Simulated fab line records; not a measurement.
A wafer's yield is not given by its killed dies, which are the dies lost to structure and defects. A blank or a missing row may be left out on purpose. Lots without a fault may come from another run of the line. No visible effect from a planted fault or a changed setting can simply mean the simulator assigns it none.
The tool behind it: which one?	flow nand_harc	at 1 step of a route of 1159, 6 lots with 18 wafers sampled

== WHAT THE GAUGES READ, wafer by wafer ==
NHARC_A_ONON_D1_THK_MEAS_08: measures by ellipsometry.
lot	measured	on	thk_nm (nm)
L376	day 7 21:05	film_metro-01	1012 1012 1012
L389	day 10 18:50	film_metro-01	1006 1006 1008
L387	day 10 18:52	film_metro-02	982 980 979
L392	day 11 19:23	film_metro-02	1000 1001 1001
L396	day 12 12:31	film_metro-02	988 985 984
L399	day 13 00:34	film_metro-02	994 995 996

== EACH LOT AND THE TOOL THAT RAN IT (in order: tool; ch and the chambers of the sampled wafers; start) ==
There is no process step in the record ahead of these readings.

== THE ANSWER, worked out from the rows above alone ==
Rule: what is usual is taken from the lots themselves. The widest of any qualifying gaps counts: lots, ordered by their means at a reading, are off when they make up no more than a third of the lots, leave a main group of 4 or more, and stand apart from it by 3 or more times the standard deviation of that group's means. If all means in a main group match to the digits the tables above print for the reading, that group is not used. A lot without any number at a reading at which 4 lots or more have one is off too. The other lots that the step has rows for count as sound.
No lot is off at any reading shown: from this, nothing can be told.

== WHAT THE SIMULATOR PUT IN ==
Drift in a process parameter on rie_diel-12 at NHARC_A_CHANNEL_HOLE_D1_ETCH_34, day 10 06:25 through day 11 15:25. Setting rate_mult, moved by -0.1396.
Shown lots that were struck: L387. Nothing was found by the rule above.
